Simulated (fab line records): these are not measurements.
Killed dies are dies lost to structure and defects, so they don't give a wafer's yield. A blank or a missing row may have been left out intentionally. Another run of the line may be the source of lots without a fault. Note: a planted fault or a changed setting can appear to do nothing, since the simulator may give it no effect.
Matching of chambers | flow n5_finfet | N5_BEOL_M5_ETCH_67 on rie_diel-03 has 4 sister chambers
The step etches SiARC in CF4, target depth 15.6 nm, time 26 s. 4 wafers are shown with their chamber, then 8 later ones without.

## WAFERS WITH THEIR CHAMBER
wafer  | chamber | showerhead_plenum_p_Torr (Torr)
L081.2 | 0       | 2.22
L084.4 | 3       | 2.22
L090.6 | 2       | 2.06
L091.1 | 1       | 2.13

## WAFERS WITH NO CHAMBER GIVEN
wafer  | showerhead_plenum_p_Torr (Torr)
L091.2 | 2.21
L091.6 | 2.22
L096.2 | 2.21
L096.4 | 2.13
L096.5 | 2.21
L097.1 | 2.21
L097.3 | 2.21
L097.5 | 2.13

## THE CHAMBER EACH PASSED THROUGH
wafer  | from the rows above     | in truth
L091.2 | can't be placed: 0 or 3 | 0
L091.6 | can't be placed: 0 or 3 | 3
L096.2 | can't be placed: 0 or 3 | 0
L096.4 | 1                       | 1
L096.5 | can't be placed: 0 or 3 | 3
L097.1 | can't be placed: 0 or 3 | 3
L097.3 | can't be placed: 0 or 3 | 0
L097.5 | 1                       | 1
Correctly placed: 2 of 8. Cannot be placed on the basis of these rows: 6; the candidates contain the true chamber in 6. 0 placed wrongly.
How it was worked out, from the rows above alone: a wafer's distance from a chamber is the root of the sum, over the readings, of the square of ((its reading less the chamber's mean) divided by the reading's scatter). If the next closest chamber is less than 2 further off than the closest, the wafer can't be placed; otherwise it belongs to the closest. Each chamber's mean is taken over the wafers shown for it. The scatter: root of mean squared gap, hidden wafer to nearest shown wafer, with one shown wafer a chamber.
